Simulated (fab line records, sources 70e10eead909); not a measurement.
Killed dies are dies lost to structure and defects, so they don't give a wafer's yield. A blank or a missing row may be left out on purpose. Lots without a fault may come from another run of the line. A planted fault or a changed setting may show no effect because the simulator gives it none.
Which tool did it? | flow nand_harc | 13 lots, 39 wafers sampled, at 5 steps of a route of 1302

WHAT THE GAUGES READ, wafer by wafer
NHARC_THIN_TSV_INSPECT_40. Usual: raw_defect_count 554, standard deviation 83.
lot  | measured     | on                | raw_defect_count | flag
L797 | day 24 20:45 | defect_inspect-02 | 651 590 711      |
L798 | day 24 20:45 | defect_inspect-02 | 448 507 565      |
L799 | day 24 20:45 | defect_inspect-01 | 627 648 541      |
L800 | day 25 11:40 | defect_inspect-01 | 542 544 526      |
L801 | day 25 22:16 | defect_inspect-01 | 524 520 540      |
L802 | day 26 18:01 | defect_inspect-01 | 541 531 474      |
L803 | day 27 10:41 | defect_inspect-01 | 510 514 516      |
L804 | day 28 13:04 | defect_inspect-02 | 506 508 479      |
L805 | day 28 00:19 | defect_inspect-02 | 542 592 600      |
L808 | day 30 00:10 | defect_inspect-01 | 561 588          |
L809 | day 30 00:10 | defect_inspect-02 | 552 592 563      |
L817 | day 33 01:11 | defect_inspect-02 | 475 475 527      |
L819 | day 33 23:45 | defect_inspect-02 | 543 579 468      |

NHARC_END_SORT_01. Usual: defect_limited_yield 89.8 %, standard deviation 2.4; killed_at_array 64, standard deviation 16; killed_at_other 1.0, standard deviation 1.1; killed_at_periphery 3.5, standard deviation 2.3; killed_dies 69, standard deviation 17; killed_open 3.2, standard deviation 1.6; killed_short 2.4, standard deviation 1.6.
lot  | measured     | on        | defect_limited_yield (%) | killed_at_array | killed_at_other | killed_at_periphery | killed_dies | killed_open | killed_short | flag
L797 | day 24 23:50 | prober-01 | 87.3 83.8 86.3           | 77 100 88       | 1 2 0           | 8 8 5               | 86 110 93   | 5 3 2       | 3 3 2        |
L798 | day 24 23:45 | prober-02 | 92.5 93.8 93.6           | 46 40 40        | 1 1 1           | 4 1 2               | 51 42 43    | 2 2 0       | 5 2 3        |
L799 | day 25 08:20 | prober-02 | 91.1 89.8 92.5           | 54 66 51        | 2 0 0           | 4 3 0               | 60 69 51    | 4 6 1       | 2 0 2        |
L800 | day 25 15:30 | prober-01 | 86.0 90.1 88.9           | 87 50 74        | 2 5 0           | 6 12 1              | 95 67 75    | 2 4 1       | 3 2 3        |
L801 | day 26 01:19 | prober-02 | 87.0 88.2 85.5           | 83 75 88        | 3 3 4           | 2 2 6               | 88 80 98    | 5 3 2       | 3 2 5        |
L802 | day 26 21:53 | prober-01 | 89.1 88.8 88.2           | 71 74 78        | 1 0 0           | 2 2 2               | 74 76 80    | 5 6 4       | 1 2 3        |
L803 | day 27 15:21 | prober-02 | 92.5 92.0 90.5           | 50 51 62        | 0 0 0           | 1 3 2               | 51 54 64    | 4 2 2       | 0 4 3        |
L804 | day 28 16:53 | prober-01 | 90.0 90.5 91.9           | 64 62 50        | 1 0 3           | 3 2 2               | 68 64 55    | 5 4 4       | 1 2 0        |
L805 | day 28 04:12 | prober-01 | 90.1 89.8 90.8           | 61 63 58        | 1 2 0           | 5 4 4               | 67 69 62    | 2 0 2       | 3 0 2        |
L808 | day 30 03:11 | prober-01 | 93.1 0 91.7              | 44 57 51        | 2 1 1           | 1 619 4             | 47 677 56   | 2 7 3       | 1 2 1        | OFF
L809 | day 30 04:50 | prober-02 | 88.2 86.7 89.4           | 79 88 68        | 1 0 1           | 0 2 3               | 80 90 72    | 1 5 2       | 1 1 3        |
L817 | day 33 06:43 | prober-01 | 87.7 87.4 87.6           | 78 77 79        | 1 2 1           | 4 6 4               | 83 85 84    | 2 3 6       | 1 4 3        |
L819 | day 34 03:35 | prober-02 | 91.6 91.1 92.9           | 54 56 45        | 0 0 0           | 3 4 3               | 57 60 48    | 6 5 6       | 6 3 1        |

WHICH TOOL RAN EACH LOT (tool, then ch and the chambers of the sampled wafers, then the start)
lot  | NHARC_P_M1_PVD_21            | NHARC_THIN_TSV_DEP_47           | NHARC_THIN_TSV_DEGAS_53
L797 | pvd_sputter-01, day 6 19:00  | pecvd-02 ch 0,1,2, day 24 10:44 | pvd_sputter-03, day 24 14:08
L798 | pvd_sputter-03, day 7 06:40  | pecvd-03 ch 0,2, day 24 12:01   | pvd_sputter-02, day 24 14:55
L799 | pvd_sputter-03, day 7 11:02  | pecvd-04 ch 0,1,2, day 24 09:26 | pvd_sputter-03, day 24 12:24
L800 | pvd_sputter-01, day 8 02:05  | pecvd-04 ch 0,1, day 25 00:38   | pvd_sputter-02, day 25 03:34
L801 | pvd_sputter-01, day 8 09:47  | pecvd-02 ch 0,1, day 25 09:22   | pvd_sputter-03, day 25 12:27
L802 | pvd_sputter-03, day 8 21:35  | pecvd-02 ch 1,2, day 26 08:07   | pvd_sputter-01, day 26 11:00
L803 | pvd_sputter-01, day 9 11:25  | pecvd-02 ch 0,1, day 27 00:37   | pvd_sputter-03, day 27 03:27
L804 | pvd_sputter-03, day 9 12:10  | pecvd-03 ch 0,1, day 28 04:15   | pvd_sputter-01, day 28 07:10
L805 | pvd_sputter-01, day 10 06:53 | pecvd-02 ch 0,2, day 27 14:20   | pvd_sputter-03, day 27 17:17
L808 | pvd_sputter-03, day 11 17:26 | pecvd-03 ch 1,2, day 29 13:01   | pvd_sputter-03, day 29 15:51
L809 | pvd_sputter-01, day 11 21:19 | pecvd-02 ch 1,2, day 29 14:04   | pvd_sputter-03, day 29 16:58
L817 | pvd_sputter-01, day 14 22:59 | pecvd-02 ch 0,1,2, day 32 15:10 | pvd_sputter-02, day 32 18:00
L819 | pvd_sputter-02, day 16 04:59 | pecvd-03 ch 0,2, day 33 13:08   | pvd_sputter-02, day 33 16:05
- NHARC_P_M1_PVD_21: deposits Cu, target thk 30 nm, time 20.49 s.
- NHARC_THIN_TSV_DEP_47: deposits SiO2, target thk 200 nm.
- NHARC_THIN_TSV_DEGAS_53: time 60 s.

WHAT THE TOOLS THEMSELVES READ (means of the sampled wafers that have a number; where no wafer has one, the mark that the record gives instead)
NHARC_P_M1_PVD_21. Usual: throttle_valve_pct 29.9 %, standard deviation 1.
lot  | tool           | throttle_valve_pct (%) | flag
L797 | pvd_sputter-01 | 30.1                   |
L798 | pvd_sputter-03 | 30.3                   |
L799 | pvd_sputter-03 | 29.5                   |
L800 | pvd_sputter-01 | 29.6                   |
L801 | pvd_sputter-01 | 29.2                   |
L802 | pvd_sputter-03 | 29.3                   |
L803 | pvd_sputter-01 | 29.9                   |
L804 | pvd_sputter-03 | 30.1                   |
L805 | pvd_sputter-01 | 30.0                   |
L808 | pvd_sputter-03 | 29.4                   |
L809 | pvd_sputter-01 | 29.6                   |
L817 | pvd_sputter-01 | 29.9                   |
L819 | pvd_sputter-02 | 29.9                   |

NHARC_THIN_TSV_DEP_47. Usual: flow_sccm 2649 sccm, standard deviation 7.3; throttle_valve_pct 15.8 %, standard deviation 0.39.
lot  | tool     | flow_sccm (sccm) | throttle_valve_pct (%) | flag
L797 | pecvd-02 | 2646             | 15.9                   |
L798 | pecvd-03 | 2648             | 15.8                   |
L799 | pecvd-04 | 2648             | 15.9                   |
L800 | pecvd-04 | 2652             | 15.8                   |
L801 | pecvd-02 | 2636             | 16.3                   |
L802 | pecvd-02 | 2652             | 15.6                   |
L803 | pecvd-02 | 2651             | 16.0                   |
L804 | pecvd-03 | 2649             | 15.3                   |
L805 | pecvd-02 | 2648             | 15.6                   |
L808 | pecvd-03 | 2650             | 15.6                   |
L809 | pecvd-02 | 2654             | 15.7                   |
L817 | pecvd-02 | 2651             | 15.9                   |
L819 | pecvd-03 | 2644             | 15.9                   |

NHARC_THIN_TSV_DEGAS_53. Usual: heater_power_w 497 W, standard deviation 48.
lot  | tool           | heater_power_w (W) | flag
L797 | pvd_sputter-03 | 478                |
L798 | pvd_sputter-02 | 525                |
L799 | pvd_sputter-03 | 464                |
L800 | pvd_sputter-02 | 517                |
L801 | pvd_sputter-03 | 491                |
L802 | pvd_sputter-01 | 563                |
L803 | pvd_sputter-03 | 469                |
L804 | pvd_sputter-01 | 538                |
L805 | pvd_sputter-03 | 435                |
L808 | pvd_sputter-03 | 468                |
L809 | pvd_sputter-03 | 449                |
L817 | pvd_sputter-02 | 503                |
L819 | pvd_sputter-02 | 495                |

THE ANSWER, worked out from the rows above alone
Rule: a lot is off if the mean of its wafers that have a number lies more than 3 standard deviations from the usual mean. A lot without any number at a reading at which 4 lots or more have one is off too. The other lots that the step has rows for count as sound. The gauges are gone through in route order, then the tools' own readings, and for those a lot's mean is taken as printed above. The first step at which some lot is off is used, and at that step the reading that is off furthest; a lot without a number counts as furthest.
Off: L808, at NHARC_END_SORT_01 (killed_at_periphery).
A tool fits if, at a process step before that reading, it ran every lot that is off, and no sound lot after the first of them. The gauges at NHARC_END_SORT_01 are tried like those tools. One fits: pvd_sputter-03 at NHARC_P_M1_PVD_21. Its last sound lot is L804 (day 9 12:10), its first lot that is off L808 (day 11 17:26): a fault that began between those two fits.

WHAT THE SIMULATOR HAD PUT IN
Process parameter drift: pvd_sputter-03, from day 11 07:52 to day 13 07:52, at NHARC_P_M1_PVD_21. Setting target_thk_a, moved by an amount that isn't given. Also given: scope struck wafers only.
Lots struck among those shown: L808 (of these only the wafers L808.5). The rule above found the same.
